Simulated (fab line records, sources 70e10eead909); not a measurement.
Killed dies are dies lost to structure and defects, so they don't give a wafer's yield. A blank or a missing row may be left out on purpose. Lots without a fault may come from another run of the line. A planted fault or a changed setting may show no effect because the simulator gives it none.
Which tool did it? | flow nand_harc | 23 lots, 69 wafers sampled, at 6 steps of a route of 1302

WHAT THE GAUGES READ, wafer by wafer
The record holds no reading of a measuring or inspecting step that can be judged against a usual standard deviation.

WHICH TOOL RAN EACH LOT (tool, then ch and the chambers of the sampled wafers, then the start)
lot  | NHARC_A_STAIRCASE_TRIM_14                     | NHARC_A_STAIRCASE_TRIM_187         | NHARC_A_STAIRCASE_ETCH_188                    | NHARC_A_STAIRCASE_TRIM_189                    | NHARC_A_STAIRCASE_TRIM_191                    | NHARC_A_STAIRCASE_STRIP_205
L074 | rie_diel-09 ch 2,3, day 15 16:40 or earlier   | rie_diel-02 ch 0,2, day 15 16:40   | rie_diel-02 ch 0,2,3, day 15 18:56 or earlier | rie_diel-02 ch 2,3, day 15 18:56 or earlier   | rie_diel-02 ch 0,1,3, day 15 18:56 or earlier | plasma_asher-01 ch 0,1, day 15 18:56
L075 | rie_diel-02 ch 0,3, day 16 11:58 or earlier   | rie_diel-09 ch 2,3, day 16 11:58   | rie_diel-09 ch 0,2,3, day 16 14:19 or earlier | rie_diel-09 ch 0,2,3, day 16 14:19 or earlier | rie_diel-09 ch 0,1,2, day 16 14:19 or earlier | plasma_asher-01 ch 0,1, day 16 14:19
L077 | rie_diel-02 ch 1,2,3, day 16 19:33 or earlier | rie_diel-02 ch 0,1,3, day 16 19:33 | rie_diel-02 ch 0,2,3, day 16 21:41 or earlier | rie_diel-02 ch 1,2,3, day 16 21:41 or earlier | rie_diel-02 ch 0,1,2, day 16 21:41 or earlier | plasma_asher-01 ch 0,1, day 16 21:41
L076 | rie_diel-02 ch 0,2, day 16 19:42 or earlier   | rie_diel-09 ch 0,1,3, day 16 19:42 | rie_diel-09 ch 1,2, day 16 21:52 or earlier   | rie_diel-09 ch 0,1,3, day 16 21:52 or earlier | rie_diel-09 ch 0,2,3, day 16 21:52 or earlier | plasma_asher-02 ch 0,1, day 16 21:52
L079 | rie_diel-09 ch 1,2,3, day 17 20:33 or earlier | rie_diel-09 ch 0,3, day 17 20:33   | rie_diel-09 ch 0,2,3, day 18 03:09 or earlier | rie_diel-09 ch 2,3, day 18 03:09 or earlier   | rie_diel-09 ch 0,2, day 18 03:09 or earlier   | plasma_asher-02 ch 0,1, day 18 03:09
L078 | rie_diel-09 ch 1,2, day 17 21:04 or earlier   | rie_diel-02 ch 0,1,3, day 17 21:04 | rie_diel-02 ch 0,1,3, day 17 23:45 or earlier | rie_diel-02 ch 1,2, day 17 23:45 or earlier   | rie_diel-02 ch 0,1,3, day 17 23:45 or earlier | plasma_asher-02 ch 0,1, day 17 23:45
L081 | rie_diel-02 ch 0,1, day 18 16:01 or earlier   | rie_diel-09 ch 0,3, day 18 16:01   | rie_diel-09 ch 1,2,3, day 18 18:26 or earlier | rie_diel-09 ch 0,2,3, day 18 18:26 or earlier | rie_diel-09 ch 1,2,3, day 18 18:26 or earlier | plasma_asher-01 ch 0, day 18 18:26
L080 | rie_diel-09 ch 0,2,3, day 18 16:20 or earlier | rie_diel-09 ch 0,1,3, day 18 16:20 | rie_diel-09 ch 0,1,2, day 18 18:46 or earlier | rie_diel-09 ch 0,1,3, day 18 18:46 or earlier | rie_diel-09 ch 0,1,3, day 18 18:46 or earlier | plasma_asher-01 ch 0,1, day 18 18:46
L082 | rie_diel-09 ch 0,2,3, day 19 15:47 or earlier | rie_diel-09 ch 0,1, day 19 15:47   | rie_diel-09 ch 0,1,3, day 19 18:28 or earlier | rie_diel-09 ch 0,2,3, day 19 18:28 or earlier | rie_diel-09 ch 1,2, day 19 18:28 or earlier   | plasma_asher-02 ch 0,1, day 19 18:28
L083 | rie_diel-09 ch 0,2,3, day 20 03:28 or earlier | rie_diel-02 ch 1,2,3, day 20 03:28 | rie_diel-02 ch 1,2,3, day 20 05:37 or earlier | rie_diel-02 ch 0,3, day 20 05:37 or earlier   | rie_diel-02 ch 0,1,3, day 20 05:37 or earlier | plasma_asher-02 ch 0,1, day 20 05:37
L084 | rie_diel-02 ch 0,2,3, day 20 03:37 or earlier | rie_diel-09 ch 0,1,2, day 20 03:37 | rie_diel-09 ch 0,1,3, day 20 05:41 or earlier | rie_diel-09 ch 0,2,3, day 20 05:41 or earlier | rie_diel-09 ch 0,1,3, day 20 05:41 or earlier | plasma_asher-01 ch 0,1, day 20 05:41
L086 | rie_diel-02 ch 0,1,3, day 20 17:09 or earlier | rie_diel-02 ch 0,1, day 20 17:09   | rie_diel-02 ch 0,3, day 20 20:42 or earlier   | rie_diel-02 ch 0,1,2, day 20 20:42 or earlier | rie_diel-02 ch 0,3, day 20 20:42 or earlier   | plasma_asher-01 ch 0,1, day 20 20:42
L085 | rie_diel-12 ch 0,2,3, day 20 21:51 or earlier | rie_diel-12 ch 0,3, day 20 21:51   | rie_diel-12 ch 0,1,3, day 21 00:59 or earlier | rie_diel-12 ch 0,3, day 21 00:59 or earlier   | rie_diel-12 ch 0,1,3, day 21 00:59 or earlier | plasma_asher-02 ch 0,1, day 21 00:59
L087 | rie_diel-02 ch 1,2, day 21 23:37 or earlier   | rie_diel-02 ch 1,2, day 21 23:37   | rie_diel-02 ch 0,1, day 22 03:02 or earlier   | rie_diel-02 ch 1,2, day 22 03:02 or earlier   | rie_diel-02 ch 0,3, day 22 03:02 or earlier   | plasma_asher-02 ch 0,1, day 22 03:02
L089 | rie_diel-02 ch 1,2,3, day 22 05:25 or earlier | rie_diel-02 ch 0,2, day 22 05:25   | rie_diel-02 ch 1,2,3, day 22 07:40 or earlier | rie_diel-02 ch 0,2, day 22 07:40 or earlier   | rie_diel-02 ch 0,2,3, day 22 07:40 or earlier | plasma_asher-01 ch 0,1, day 22 07:40
L090 | rie_diel-12 ch 0,1,2, day 22 14:19 or earlier | rie_diel-02 ch 1,2,3, day 22 14:19 | rie_diel-02 ch 2,3, day 22 16:34 or earlier   | rie_diel-02 ch 0,1,2, day 22 16:34 or earlier | rie_diel-02 ch 0,1,2, day 22 16:34 or earlier | plasma_asher-02 ch 0,1, day 22 16:34
L091 | rie_diel-02 ch 1,3, day 23 03:38 or earlier   | rie_diel-09 ch 0,1,2, day 23 03:38 | rie_diel-09 ch 0,2,3, day 23 05:46 or earlier | rie_diel-09 ch 0,3, day 23 05:46 or earlier   | rie_diel-09 ch 1,2, day 23 05:46 or earlier   | plasma_asher-02 ch 0,1, day 23 05:46
L093 | rie_diel-02 ch 1,3, day 23 11:17 or earlier   | rie_diel-02 ch 0,1,3, day 23 11:17 | rie_diel-02 ch 0,2,3, day 23 13:25 or earlier | rie_diel-02 ch 0,2,3, day 23 13:25 or earlier | rie_diel-02 ch 0,1, day 23 13:25 or earlier   | plasma_asher-01 ch 0,1, day 23 13:25
L092 | rie_diel-02 ch 0,1,3, day 23 11:35 or earlier | rie_diel-12 ch 0,1,2, day 23 11:35 | rie_diel-12 ch 0,2,3, day 23 13:40 or earlier | rie_diel-12 ch 0,1,3, day 23 13:40 or earlier | rie_diel-12 ch 0,1,2, day 23 13:40 or earlier | plasma_asher-02 ch 0,1, day 23 13:40
L094 | rie_diel-02 ch 1,2,3, day 24 05:22 or earlier | rie_diel-12 ch 1,2, day 24 05:22   | rie_diel-12 ch 0,3, day 24 07:32 or earlier   | rie_diel-12 ch 1,3, day 24 07:32 or earlier   | rie_diel-12 ch 0,1,2, day 24 07:32 or earlier | plasma_asher-01 ch 0,1, day 24 07:32
L095 | rie_diel-09 ch 1,2, day 24 16:58 or earlier   | rie_diel-09 ch 2,3, day 24 16:58   | rie_diel-09 ch 1,2, day 24 23:13 or earlier   | rie_diel-09 ch 2,3, day 24 23:13 or earlier   | rie_diel-09 ch 1,3, day 24 23:13 or earlier   | plasma_asher-02 ch 0, day 24 23:13
L096 | rie_diel-02 ch 1,2,3, day 25 08:31 or earlier | rie_diel-12 ch 0,2,3, day 25 08:31 | rie_diel-12 ch 0,2,3, day 25 10:43 or earlier | rie_diel-12 ch 0,3, day 25 10:43 or earlier   | rie_diel-12 ch 0,3, day 25 10:43 or earlier   | plasma_asher-01 ch 0,1, day 25 10:43
L097 | rie_diel-12 ch 0,2,3, day 25 08:53 or earlier | rie_diel-02 ch 0,2,3, day 25 08:53 | rie_diel-02 ch 0,3, day 25 11:18 or earlier   | rie_diel-02 ch 1,2, day 25 11:18 or earlier   | rie_diel-02 ch 2,3, day 25 11:18 or earlier   | plasma_asher-01 ch 0,1, day 25 11:18
- NHARC_A_STAIRCASE_TRIM_14: chemistry O2, time 211.2 s.
- NHARC_A_STAIRCASE_TRIM_187: chemistry O2, time 211.2 s.
- NHARC_A_STAIRCASE_ETCH_188: etches the open film in C4F8/O2, target depth 100 nm, time 40.5 s.
- NHARC_A_STAIRCASE_TRIM_189: chemistry O2, time 211.2 s.
- NHARC_A_STAIRCASE_TRIM_191: chemistry O2, time 211.2 s.
- NHARC_A_STAIRCASE_STRIP_205: strips in O2.

WHAT THE TOOLS THEMSELVES READ (means of the sampled wafers that have a number; where no wafer has one, the mark that the record gives instead)
NHARC_A_STAIRCASE_TRIM_14.
lot  | tool        | drypump_motor_current_A (A) | oes_product_au (a.u.) | rf_vpp_V (V) | showerhead_plenum_p_Torr (Torr) | throttle_valve_pct (%)
L074 | rie_diel-09 | 6.0                         | 1.000                 | 57.9         | 3.70                            | 17.036
L075 | rie_diel-02 | 5.8                         | 0.998                 | 59.3         | 3.72                            | 17.032
L077 | rie_diel-02 | 5.6                         | 0.998                 | 58.4         | 3.49                            | 17.031
L076 | rie_diel-02 | 5.9                         | 0.996                 | 58.2         | 3.55                            | 17.039
L079 | rie_diel-09 | 6.1                         | 1.009                 | 58.3         | 3.58                            | 17.034
L078 | rie_diel-09 | 6.2                         | 0.998                 | 57.5         | 3.51                            | 17.030
L081 | rie_diel-02 | 6.0                         | 1.001                 | 58.3         | 3.62                            | 17.044
L080 | rie_diel-09 | 6.1                         | 1.010                 | 59.1         | 3.64                            | 17.022
L082 | rie_diel-09 | 6.1                         | 1.002                 | 57.4         | 3.64                            | 17.032
L083 | rie_diel-09 | 6.1                         | 1.005                 | 58.5         | 3.64                            | 17.040
L084 | rie_diel-02 | 5.7                         | 1.000                 | 57.9         | 3.60                            | 17.049
L086 | rie_diel-02 | 5.7                         | 1.000                 | 58.8         | 3.57                            | 17.033
L085 | rie_diel-12 | 5.8                         | 1.003                 | 58.1         | 3.65                            | 17.030
L087 | rie_diel-02 | 5.7                         | 0.999                 | 57.1         | 3.38                            | 17.035
L089 | rie_diel-02 | 5.6                         | 1.004                 | 58.0         | 3.47                            | 17.045
L090 | rie_diel-12 | 5.8                         | 1.004                 | 57.9         | 3.57                            | 17.042
L091 | rie_diel-02 | 5.6                         | 0.996                 | 57.9         | 3.44                            | 17.037
L093 | rie_diel-02 | 5.4                         | 1.001                 | 57.1         | 3.53                            | 17.033
L092 | rie_diel-02 | 5.7                         | 0.994                 | 58.4         | 3.56                            | 17.035
L094 | rie_diel-02 | 5.6                         | 0.997                 | 57.4         | 3.46                            | 17.040
L095 | rie_diel-09 | 6.1                         | 1.000                 | 58.1         | 3.45                            | 17.041
L096 | rie_diel-02 | 5.6                         | 1.002                 | 58.5         | 3.46                            | 17.029
L097 | rie_diel-12 | 5.7                         | 1.001                 | 57.8         | 3.63                            | 17.030

NHARC_A_STAIRCASE_TRIM_187.
lot  | tool        | drypump_motor_current_A (A) | oes_product_au (a.u.) | rf_vpp_V (V) | showerhead_plenum_p_Torr (Torr) | throttle_valve_pct (%)
L074 | rie_diel-02 | 5.9                         | 0.998                 | 57.7         | 3.55                            | 17.037
L075 | rie_diel-09 | 6.0                         | 1.007                 | 57.4         | 3.70                            | 17.037
L077 | rie_diel-02 | 5.7                         | 1.005                 | 57.7         | 3.59                            | 17.042
L076 | rie_diel-09 | 5.9                         | 1.013                 | 57.4         | 3.62                            | 17.026
L079 | rie_diel-09 | 5.9                         | 1.013                 | 58.5         | 3.72                            | 17.033
L078 | rie_diel-02 | 5.7                         | 0.992                 | 57.7         | 3.59                            | 17.027
L081 | rie_diel-09 | 5.9                         | 1.008                 | 57.4         | 3.71                            | 17.020
L080 | rie_diel-09 | 5.9                         | 1.010                 | 58.4         | 3.61                            | 17.038
L082 | rie_diel-09 | 5.9                         | 1.011                 | 58.1         | 3.50                            | 17.050
L083 | rie_diel-02 | 5.6                         | 0.988                 | 57.7         | 3.48                            | 17.035
L084 | rie_diel-09 | 6.1                         | 1.009                 | 57.6         | 3.53                            | 17.033
L086 | rie_diel-02 | 5.9                         | 1.001                 | 57.6         | 3.60                            | 17.035
L085 | rie_diel-12 | 5.8                         | 1.000                 | 57.4         | 3.63                            | 17.030
L087 | rie_diel-02 | 5.7                         | 1.011                 | 57.2         | 3.38                            | 17.036
L089 | rie_diel-02 | 5.9                         | 0.996                 | 58.0         | 3.53                            | 17.033
L090 | rie_diel-02 | 5.6                         | 0.996                 | 57.5         | 3.47                            | 17.042
L091 | rie_diel-09 | 6.1                         | 1.012                 | 57.3         | 3.52                            | 17.039
L093 | rie_diel-02 | 5.7                         | 0.996                 | 58.4         | 3.56                            | 17.034
L092 | rie_diel-12 | 5.8                         | 1.002                 | 58.9         | 3.56                            | 17.037
L094 | rie_diel-12 | 5.7                         | 0.991                 | 57.8         | 3.58                            | 17.043
L095 | rie_diel-09 | 6.2                         | 1.005                 | 57.5         | 3.58                            | 17.034
L096 | rie_diel-12 | 5.8                         | 1.001                 | 58.0         | 3.63                            | 17.037
L097 | rie_diel-02 | 5.7                         | 1.000                 | 57.1         | 3.58                            | 17.037

NHARC_A_STAIRCASE_ETCH_188.
lot  | tool        | oes_product_au (a.u.) | rf_vpp_V (V)
L074 | rie_diel-02 | 0.946                 | 899
L075 | rie_diel-09 | 0.941                 | 901
L077 | rie_diel-02 | 0.961                 | 899
L076 | rie_diel-09 | 0.933                 | 893
L079 | rie_diel-09 | 0.929                 | 900
L078 | rie_diel-02 | 0.932                 | 898
L081 | rie_diel-09 | 0.941                 | 897
L080 | rie_diel-09 | 0.924                 | 896
L082 | rie_diel-09 | 0.938                 | 900
L083 | rie_diel-02 | 0.946                 | 894
L084 | rie_diel-09 | 0.954                 | 899
L086 | rie_diel-02 | 0.941                 | 902
L085 | rie_diel-12 | 0.924                 | 900
L087 | rie_diel-02 | 0.930                 | 894
L089 | rie_diel-02 | 0.946                 | 893
L090 | rie_diel-02 | 0.942                 | 897
L091 | rie_diel-09 | 0.931                 | 900
L093 | rie_diel-02 | 0.947                 | 898
L092 | rie_diel-12 | 0.956                 | 900
L094 | rie_diel-12 | 0.928                 | 902
L095 | rie_diel-09 | 0.935                 | 894
L096 | rie_diel-12 | 0.939                 | 900
L097 | rie_diel-02 | 0.953                 | 901

NHARC_A_STAIRCASE_TRIM_189.
lot  | tool        | drypump_motor_current_A (A) | oes_product_au (a.u.) | rf_vpp_V (V) | showerhead_plenum_p_Torr (Torr) | throttle_valve_pct (%)
L074 | rie_diel-02 | 5.43                        | 1.014                 | 57.9         | 3.59                            | 17.034
L075 | rie_diel-09 | 6.10                        | 1.011                 | 58.0         | 3.66                            | 17.045
L077 | rie_diel-02 | 5.56                        | 1.003                 | 58.3         | 3.49                            | 17.030
L076 | rie_diel-09 | 5.91                        | 1.008                 | 58.5         | 3.62                            | 17.036
L079 | rie_diel-09 | 6.24                        | 0.999                 | 58.3         | 3.61                            | 17.031
L078 | rie_diel-02 | 5.73                        | 0.990                 | 57.5         | 3.42                            | 17.038
L081 | rie_diel-09 | 6.09                        | 1.002                 | 57.5         | 3.64                            | 17.038
L080 | rie_diel-09 | 5.92                        | 1.007                 | 57.6         | 3.61                            | 17.044
L082 | rie_diel-09 | 6.10                        | 1.009                 | 57.6         | 3.64                            | 17.032
L083 | rie_diel-02 | 5.55                        | 1.005                 | 59.0         | 3.67                            | 17.038
L084 | rie_diel-09 | 6.11                        | 1.007                 | 58.3         | 3.64                            | 17.039
L086 | rie_diel-02 | 5.85                        | 0.998                 | 56.9         | 3.50                            | 17.041
L085 | rie_diel-12 | 5.77                        | 1.001                 | 57.9         | 3.63                            | 17.042
L087 | rie_diel-02 | 5.70                        | 1.005                 | 57.4         | 3.38                            | 17.031
L089 | rie_diel-02 | 5.89                        | 1.006                 | 59.1         | 3.53                            | 17.038
L090 | rie_diel-02 | 5.85                        | 1.001                 | 57.4         | 3.50                            | 17.029
L091 | rie_diel-09 | 5.94                        | 1.000                 | 58.9         | 3.66                            | 17.046
L093 | rie_diel-02 | 5.75                        | 1.002                 | 58.3         | 3.59                            | 17.043
L092 | rie_diel-12 | 5.83                        | 0.993                 | 57.8         | 3.63                            | 17.038
L094 | rie_diel-12 | 5.87                        | 0.989                 | 57.7         | 3.63                            | 17.041
L095 | rie_diel-09 | 6.05                        | 1.008                 | 57.3         | 3.66                            | 17.039
L096 | rie_diel-12 | 5.78                        | 0.991                 | 58.9         | 3.61                            | 17.035
L097 | rie_diel-02 | 5.75                        | 1.021                 | 58.0         | 3.39                            | 17.038

NHARC_A_STAIRCASE_TRIM_191.
lot  | tool        | drypump_motor_current_A (A) | oes_product_au (a.u.) | rf_vpp_V (V) | showerhead_plenum_p_Torr (Torr) | throttle_valve_pct (%)
L074 | rie_diel-02 | 5.7                         | 0.995                 | 57.6         | 3.60                            | 17.044
L075 | rie_diel-09 | 6.1                         | 1.005                 | 57.0         | 3.55                            | 17.043
L077 | rie_diel-02 | 5.9                         | 0.992                 | 56.8         | 3.52                            | 17.039
L076 | rie_diel-09 | 6.1                         | 1.006                 | 57.8         | 3.65                            | 17.036
L079 | rie_diel-09 | 6.2                         | 1.011                 | 57.4         | 3.61                            | 17.023
L078 | rie_diel-02 | 5.7                         | 1.004                 | 57.5         | 3.59                            | 17.036
L081 | rie_diel-09 | 6.1                         | 1.004                 | 57.4         | 3.58                            | 17.038
L080 | rie_diel-09 | 5.9                         | 1.009                 | 58.4         | 3.61                            | 17.034
L082 | rie_diel-09 | 6.0                         | 1.014                 | 57.6         | 3.46                            | 17.035
L083 | rie_diel-02 | 5.7                         | 0.998                 | 58.2         | 3.58                            | 17.041
L084 | rie_diel-09 | 5.9                         | 1.015                 | 57.2         | 3.61                            | 17.033
L086 | rie_diel-02 | 5.8                         | 1.008                 | 57.7         | 3.70                            | 17.043
L085 | rie_diel-12 | 5.8                         | 0.998                 | 58.1         | 3.64                            | 17.037
L087 | rie_diel-02 | 5.9                         | 1.008                 | 58.2         | 3.69                            | 17.045
L089 | rie_diel-02 | 5.7                         | 0.999                 | 57.4         | 3.59                            | 17.039
L090 | rie_diel-02 | 5.9                         | 0.998                 | 58.0         | 3.50                            | 17.042
L091 | rie_diel-09 | 6.1                         | 0.999                 | 56.8         | 3.45                            | 17.035
L093 | rie_diel-02 | 6.0                         | 0.996                 | 57.5         | 3.59                            | 17.042
L092 | rie_diel-12 | 5.8                         | 1.003                 | 58.7         | 3.56                            | 17.040
L094 | rie_diel-12 | 5.8                         | 1.005                 | 56.8         | 3.56                            | 17.028
L095 | rie_diel-09 | 5.9                         | 1.003                 | 57.7         | 3.52                            | 17.043
L096 | rie_diel-12 | 5.8                         | 1.006                 | 57.9         | 3.61                            | 17.045
L097 | rie_diel-02 | 5.6                         | 1.012                 | 58.0         | 3.49                            | 17.035

NHARC_A_STAIRCASE_STRIP_205.
lot  | tool            | drypump_motor_current_A (A) | heater_power_w (W)
L074 | plasma_asher-01 | 5.4                         | 353
L075 | plasma_asher-01 | 5.6                         | 350
L077 | plasma_asher-01 | 5.4                         | 355
L076 | plasma_asher-02 | 6.1                         | 302
L079 | plasma_asher-02 | 6.1                         | 302
L078 | plasma_asher-02 | 6.1                         | 294
L081 | plasma_asher-01 | 5.8                         | 359
L080 | plasma_asher-01 | 5.4                         | 358
L082 | plasma_asher-02 | 6.1                         | 307
L083 | plasma_asher-02 | 6.1                         | 312
L084 | plasma_asher-01 | 5.6                         | 360
L086 | plasma_asher-01 | 5.4                         | 351
L085 | plasma_asher-02 | 6.1                         | 309
L087 | plasma_asher-02 | 6.1                         | 308
L089 | plasma_asher-01 | 5.6                         | 349
L090 | plasma_asher-02 | 6.2                         | 310
L091 | plasma_asher-02 | 6.1                         | 302
L093 | plasma_asher-01 | 5.4                         | 350
L092 | plasma_asher-02 | 6.2                         | 309
L094 | plasma_asher-01 | 5.6                         | 345
L095 | plasma_asher-02 | 6.0                         | 306
L096 | plasma_asher-01 | 5.6                         | 342
L097 | plasma_asher-01 | 5.6                         | 339

THE ANSWER, worked out from the rows above alone
Rule: what is usual is taken from the lots themselves. Put in order of their means at a reading, lots are off if they are a third of the lots or fewer, leave a main group of 4 or more, and stand apart from it by a gap of 3 or more times the standard deviation of the main group's means; of several such gaps the widest counts. A main group whose means are all the same, to the digits that the tables above print for the reading, isn't used. A lot without any number at a reading at which 4 lots or more have one is off too. The other lots that the step has rows for count as sound. The gauges are gone through in route order, then the tools' own readings, and for those a lot's mean is taken as printed above. The first step at which some lot is off is used, and at that step the reading that is off furthest; a lot without a number counts as furthest.
No lot is off at any reading shown: from this, nothing can be told.

WHAT THE SIMULATOR HAD PUT IN
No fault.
